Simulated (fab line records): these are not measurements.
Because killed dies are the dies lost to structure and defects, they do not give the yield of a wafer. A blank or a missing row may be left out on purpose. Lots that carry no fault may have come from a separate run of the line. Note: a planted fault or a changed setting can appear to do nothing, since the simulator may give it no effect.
Which of the tools did it? | flow nandHarc | Sampling: 10 lots, 30 wafers, 7 of 1302 route steps

## WHAT THE GAUGES READ, wafer by wafer
NHARC_P_STI_INSPECT_25.
lot  | measured     | on               | rawDefectCount
L798 | day 4 17:14  | defectInspect-01 | 128 333 248
L802 | day 6 12:08  | defectInspect-02 | 219 208 178
L804 | day 7 04:20  | defectInspect-01 | 301 377 322
L807 | day 8 13:50  | defectInspect-01 | 149 184 364
L808 | day 8 21:46  | defectInspect-02 | 131 181 171
L810 | day 10 03:52 | defectInspect-02 | 235 304 454
L811 | day 10 03:52 | defectInspect-02 | 153 222 149
L812 | day 10 18:39 | defectInspect-02 | 211 242 262
L817 | day 12 18:36 | defectInspect-01 | 297 281 174
L819 | day 13 17:19 | defectInspect-01 | 168 163 163

NHARC_P_GATE_INSPECT_28.
lot  | measured     | on               | rawDefectCount
L798 | day 5 17:26  | defectInspect-02 | 6 6 2
L802 | day 7 10:38  | defectInspect-01 | 6 10 5
L804 | day 8 04:23  | defectInspect-02 | 8 10 5
L807 | day 9 12:49  | defectInspect-01 | 12 9 9
L808 | day 9 22:23  | defectInspect-02 | 4 7 7
L810 | day 11 02:37 | defectInspect-01 | 297 289 279
L811 | day 11 02:47 | defectInspect-01 | 279 304 308
L812 | day 11 19:34 | defectInspect-01 | 5 5 3
L817 | day 13 20:50 | defectInspect-02 | 7 10 3
L819 | day 14 18:13 | defectInspect-01 | 10 3 8

NHARC_P_GATE_INSPECT_68.
lot  | measured     | on               | rawDefectCount
L798 | day 6 11:49  | defectInspect-01 | 148 306 243
L802 | day 8 04:52  | defectInspect-01 | 191 144 205
L804 | day 8 22:50  | defectInspect-01 | 219 255 280
L807 | day 10 07:13 | defectInspect-02 | 131 154 275
L808 | day 10 16:46 | defectInspect-01 | 144 175 156
L810 | day 12 00:28 | defectInspect-02 | 547 551 674
L811 | day 12 01:02 | defectInspect-02 | 427 538 462
L812 | day 12 13:54 | defectInspect-01 | 219 149 252
L817 | day 14 15:11 | defectInspect-02 | 251 197 137
L819 | day 15 12:35 | defectInspect-02 | 138 145 158

NHARC_END_SORT_01.
lot  | measured     | on        | killedAtArray | killedAtOther | killedAtPeriphery | killedDies | killedOpen | killedShort
L798 | day 24 18:06 | prober-01 | 83 78 76      | 1 0 1         | 3 2 4             | 87 80 81   | 4 2 6      | 3 1 1
L802 | day 26 05:13 | prober-01 | 52 52 40      | 1 0 0         | 6 4 6             | 59 56 46   | 5 4 1      | 4 2 0
L804 | day 27 06:38 | prober-02 | 43 43 56      | 1 0 1         | 3 4 3             | 47 47 60   | 6 5 4      | 2 4 2
L807 | day 28 16:40 | prober-02 | 58 36 54      | 0 0 1         | 2 1 4             | 60 37 59   | 5 3 5      | 3 0 2
L808 | day 29 21:13 | prober-02 | 95 87 100     | 3 0 5         | 1 2 7             | 99 89 112  | 4 5 5      | 5 3 4
L810 | day 30 09:26 | prober-01 | 35 25 34      | 0 0 0         | 40 41 43          | 75 66 77   | 6 1 5      | 3 3 2
L811 | day 30 09:25 | prober-02 | 77 59 48      | 1 0 0         | 36 43 39          | 114 102 87 | 1 1 3      | 5 2 1
L812 | day 31 06:19 | prober-01 | 40 34 30      | 2 0 4         | 7 2 3             | 49 36 37   | 2 0 6      | 3 2 0
L817 | day 33 11:07 | prober-02 | 49 65 56      | 0 0 2         | 3 6 4             | 52 71 62   | 1 3 1      | 2 2 2
L819 | day 34 12:38 | prober-02 | 24 30 19      | 1 1 1         | 0 2 7             | 25 33 27   | 2 2 5      | 2 4 2

## TOOL THAT RAN EACH LOT (tool first, then ch and the chambers of the sampled wafers, then the start)
lot  | NHARC_P_GATE_CVD_17             | NHARC_P_GATE_ETCH_114                        | NHARC_P_GATE_STRIP_101
L798 | lpcvdPoly-02 ch 0, day 5 11:55  | rieDiel-13 ch 0,2,3, day 6 04:20 or earlier  | rieDiel-03 ch 1,2,3, day 6 04:20
L802 | lpcvdPoly-02 ch 0, day 7 06:43  | rieDiel-03 ch 0,1,3, day 7 21:31 or earlier  | rieDiel-02 ch 1,2,3, day 7 21:31
L804 | lpcvdPoly-04 ch 0, day 7 22:41  | rieDiel-02 ch 0,2,3, day 8 15:22 or earlier  | rieDiel-13 ch 0,2,3, day 8 15:22
L807 | lpcvdPoly-01 ch 0, day 9 08:46  | rieDiel-03 ch 0,1,3, day 9 23:44 or earlier  | rieDiel-03 ch 0,1,3, day 9 23:44
L808 | lpcvdPoly-01 ch 0, day 9 16:03  | rieDiel-02 ch 0,1,3, day 10 09:17 or earlier | rieDiel-03 ch 0,3, day 10 09:17
L810 | lpcvdPoly-01 ch 0, day 10 22:31 | rieDiel-02 ch 0,2,3, day 11 13:26 or earlier | rieDiel-03 ch 0,2,3, day 11 13:26
L811 | lpcvdPoly-01 ch 0, day 10 22:31 | rieDiel-13 ch 0,2, day 11 13:44 or earlier   | rieDiel-02 ch 0,1,3, day 11 13:44
L812 | lpcvdPoly-02 ch 0, day 11 13:06 | rieDiel-13 ch 1,2, day 12 06:26 or earlier   | rieDiel-02 ch 0,1,2, day 12 06:26
L817 | lpcvdPoly-02 ch 0, day 13 13:20 | rieDiel-03 ch 1,2,3, day 14 07:50 or earlier | rieDiel-03 ch 0,1,2, day 14 07:50
L819 | lpcvdPoly-04 ch 0, day 14 12:30 | rieDiel-02 ch 1,2,3, day 15 05:11 or earlier | rieDiel-02 ch 1,2,3, day 15 05:11
- NHARC_P_GATE_CVD_17: deposits poly-Si, target thk 150 nm, time 900 s.
- NHARC_P_GATE_ETCH_114: etches the open film in CF4/O2, target depth 30 nm, overetch 3 nm, time 16.5 s.
- NHARC_P_GATE_STRIP_101: strips in O2, time 20 s.

## AS READ BY THE TOOLS THEMSELVES (means over the sampled wafers that have a number; for cases with no such wafer, the mark the record gives instead)
NHARC_P_GATE_CVD_17.
lot  | tool         | spikeTcBottomC (C) | spikeTcUpperC (C)
L798 | lpcvdPoly-02 | 644                | 618.5
L802 | lpcvdPoly-02 | 644                | 617.7
L804 | lpcvdPoly-04 | 635                | 618.5
L807 | lpcvdPoly-01 | 643                | 618.7
L808 | lpcvdPoly-01 | 643                | 619.1
L810 | lpcvdPoly-01 | 644                | 618.9
L811 | lpcvdPoly-01 | 643                | 620.5
L812 | lpcvdPoly-02 | 643                | 617.7
L817 | lpcvdPoly-02 | 645                | 618.1
L819 | lpcvdPoly-04 | 635                | 618.4

NHARC_P_GATE_ETCH_114.
lot  | tool       | cf4FlowSccm (sccm) | drypumpMotorCurrentA (A) | o2FlowSccm (sccm) | oes_o_777_au (a.u.) | oesProductAu (a.u.) | rfVppV (V) | showerheadPlenumPTorr (Torr) | throttleValvePct (%)
L798 | rieDiel-13 | 79.96              | 5.8                      | 20.02             | 0.997               | 0.992               | 197.8      | 1.31                         | 13.399
L802 | rieDiel-03 | 79.83              | 5.3                      | 20.01             | 1.001               | 1.001               | 197.6      | 1.34                         | 13.403
L804 | rieDiel-02 | 80.05              | 5.8                      | 19.96             | 0.995               | 1.003               | 196.9      | 1.32                         | 13.401
L807 | rieDiel-03 | 80.27              | 5.3                      | 20.08             | 1.002               | 1.005               | 198.0      | 1.34                         | 13.397
L808 | rieDiel-02 | 79.77              | 5.9                      | 20.02             | 1.005               | 0.989               | 199.0      | 1.35                         | 13.398
L810 | rieDiel-02 | 80.26              | 5.8                      | 20.10             | 0.997               | 1.005               | 197.0      | 1.31                         | 13.398
L811 | rieDiel-13 | 79.66              | 5.4                      | 20.04             | 1.002               | 0.995               | 196.9      | 1.29                         | 13.396
L812 | rieDiel-13 | 79.95              | 5.5                      | 20.00             | 1.002               | 1.006               | 197.7      | 1.28                         | 13.391
L817 | rieDiel-03 | 80.00              | 5.6                      | 19.99             | 1.002               | 1.002               | 197.9      | 1.35                         | 13.405
L819 | rieDiel-02 | 80.01              | 5.7                      | 20.03             | 1.009               | 1.001               | 197.5      | 1.33                         | 13.393

NHARC_P_GATE_STRIP_101.
lot  | tool       | drypumpMotorCurrentA (A) | o2FlowSccm (sccm) | oesProductAu (a.u.) | rfVppV (V) | showerheadPlenumPTorr (Torr) | throttleValvePct (%)
L798 | rieDiel-03 | 5.6                      | 498.3             | 1.000               | 58.1       | 3.57                         | 17.032
L802 | rieDiel-02 | 5.7                      | 500.9             | 1.000               | 57.0       | 3.52                         | 17.034
L804 | rieDiel-13 | 5.8                      | 499.8             | 0.986               | 58.6       | 3.46                         | 17.036
L807 | rieDiel-03 | 5.4                      | 500.3             | 1.003               | 57.8       | 3.53                         | 17.038
L808 | rieDiel-03 | 5.7                      | 498.3             | 1.003               | 57.2       | 3.40                         | 17.043
L810 | rieDiel-03 | 6.0                      | 501.3             | 1.008               | 57.7       | 3.53                         | 17.031
L811 | rieDiel-02 | 5.9                      | 500.7             | 0.997               | 58.5       | 3.57                         | 17.034
L812 | rieDiel-02 | 6.0                      | 500.2             | 0.997               | 57.9       | 3.62                         | 17.032
L817 | rieDiel-03 | 5.7                      | 499.5             | 1.012               | 58.2       | 3.66                         | 17.041
L819 | rieDiel-02 | 5.7                      | 500.9             | 0.990               | 58.4       | 3.52                         | 17.037

## THE ANSWER, worked out from the rows above alone
Rule: what is usual is taken from the lots themselves. Put in order of their means at a reading, lots are off if they are a third of the lots or fewer, leave a main group of 4 or more, and stand apart from it by a gap of 3 or more times the standard deviation of the main group's means; of several such gaps the widest counts. A main group whose means are all the same, to the digits that the tables above print for the reading, isn't used. A lot without any number at a reading at which 4 lots or more have one is off too. Any other lot the step has rows for is counted as sound. First the gauges in route order, then the tools' own readings, where a lot's mean is used as printed above. At the first step where some lot is off, the reading lying furthest off is the one used; lots without a number count as furthest.
Off, at NHARC_P_GATE_INSPECT_28 on rawDefectCount: L810, L811. Main group: mean 7, sd 1.7.
If a tool, at a process step before that reading, ran all the lots that are off and no sound lot after the first of them, it fits. Not tried: the gauges at NHARC_P_GATE_INSPECT_28; whatever is off there is also off at NHARC_P_GATE_INSPECT_68, on other tools, and gauge error can't account for it. One fits: NHARC_P_GATE_CVD_17 on lpcvdPoly-01. Its last sound lot is L808 (day 9 16:03), its first lot that is off L810 (day 10 22:31): a fault that began between those two fits.

## WHAT HAD BEEN PUT IN BY THE SIMULATOR
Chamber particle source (lpcvdPoly-01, NHARC_P_GATE_CVD_17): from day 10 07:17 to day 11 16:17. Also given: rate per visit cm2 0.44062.
Struck lots among those shown: L810, L811. This agrees with what the rule above found.
